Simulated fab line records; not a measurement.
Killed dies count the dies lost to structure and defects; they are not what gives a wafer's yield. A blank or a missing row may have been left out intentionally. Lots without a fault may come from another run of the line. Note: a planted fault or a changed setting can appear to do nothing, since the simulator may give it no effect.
Comparing a struck lot with a sound one :: flow nand_harc :: 13 steps out of a route of 1159
Sound: these wafers, L466.2, L466.4, L466.6. Struck: wafer L469.1. (L469.4, L469.6 of the same lot were not struck and are left out.) The cause comes at the end.
Each step with rows lists, per side, the tool, then ch with its chambers, then its first start. Under that, the readings that differ: sound wafers :: struck wafers :: difference of the means :: sigmas: that difference in standard deviations of wafers without a fault.
alike: readings whose means differ by less than 2 such deviations, and words and numbers that are the same on both sides. not compared: withheld readings, readings that some wafer has no value for, bounds like >300 that may hide the same value, and numbers for which the record gives no deviation and whose values overlap.
The two part at a step that has a row with sigmas, a row that says differs or no value, or rows on one side only. Numbers that have no deviation but don't overlap get no sigmas and don't part them. A reading missing from all wafers of one side parts the sides only when that side holds two or more wafers.

first, 1 step without rows for these wafers: NHARC_A_SLIT_SRD_20.
NHARC_A_SLIT_CD_MEAS_21:
  sound: cd_sem-03 at day 15 13:17; struck: cd_sem-03 at day 16 19:11
reading: cd_nm (nm)
sound: 291.6 288.4 291.4
struck: 287.6
difference: -2.9
sigmas: -2
then, 3 steps without rows for these wafers: NHARC_A_SIN_REMOVE_WET_00 (chemistry H3PO4, time 15300 s); NHARC_A_SIN_REMOVE_PRECLEAN_01 (cleans in SC1); NHARC_A_SIN_REMOVE_SRD_02.
NHARC_A_SIN_REMOVE_INSPECT_04:
  sound: defect_inspect-01 at day 15 21:06; struck: defect_inspect-01 at day 17 02:19
  alike: raw_defect_count
NHARC_A_WL_FILL_ALD_00: deposits Al2O3, target thk 3 nm, pulse time 3 s, ald cycles 30.
  sound on ald_hk-03 ch 0,1,3, day 15 21:11; struck on ald_hk-03 ch 0, day 17 02:24
  alike: heater_power_w, precursor_pulse_height_rel
NHARC_A_WL_FILL_RTA_01: time 5 s.
  sound on rtp_anneal-02 ch 0, day 15 21:27; struck on rtp_anneal-01 ch 0, day 17 02:38
reading: lamp_power_pct (%)
sound: 29.62 29.68 29.66
struck: 30.26
difference: +0.61
sigmas: +2

reading: lamp_zone_3_pct (%)
sound: 29.63 29.66 29.67
struck: 30.28
difference: +0.63
sigmas: +2
  alike: wafer_temp_C_max
NHARC_A_WL_FILL_ALD_02: deposits TiN, target thk 2 nm, pulse time 3 s, ald cycles 100.
  sound on ald_metal-01 ch 0,3, day 15 21:38; struck on ald_metal-03 ch 1, day 17 02:51
  alike: heater_power_w, precursor_pulse_height_rel
NHARC_A_WL_FILL_CVD_03: deposits W, target thk 40 nm, time 3302 s.
  sound on cvd_w-01 ch 0, day 15 23:00; struck on cvd_w-01 ch 0, day 17 06:40
  alike: chamber_pressure_Torr, heater_power_w, throttle_valve_pct
NHARC_A_WL_FILL_ETCHBACK_04: etches the open film in NF3, target depth 60 nm, time 120 s.
  sound on rie_metal-03 ch 0,1, day 16 01:53; struck on rie_metal-03 ch 1, day 17 09:58
reading: run_length_s (s)
sound: 141.1 141.0 141.3
struck: 98.0
difference: -43.1
sigmas: -98
  alike: chamber_pressure_mTorr, drypump_motor_current_A, oes_product_au
  not compared: rf_hours_counter_h
NHARC_A_WL_FILL_ETCHBACK_05: etches the open film in Cl2/BCl3, target depth 22 nm, time 60 s.
  sound on rie_metal-03 ch 1, day 16 02:06; struck on rie_metal-03 ch 1, day 17 10:13
  alike: chamber_pressure_mTorr, drypump_motor_current_A, oes_product_au, run_length_s
  not compared: rf_hours_counter_h
-- jump in the record: it breaks off in module A_WL_FILL and resumes in module END (first step shown: number 1159 of the route), and 4 days separate the struck wafers' starts before and after --
NHARC_END_SORT_01:
  here the record holds rows for the struck wafers (prober-02 ch 0, day 21 13:27) but none for the sound ones

## WHERE THEY PART
Earliest at NHARC_A_SLIT_CD_MEAS_21; latest, in this record, at NHARC_END_SORT_01.

WHY: the cause the simulator had injected
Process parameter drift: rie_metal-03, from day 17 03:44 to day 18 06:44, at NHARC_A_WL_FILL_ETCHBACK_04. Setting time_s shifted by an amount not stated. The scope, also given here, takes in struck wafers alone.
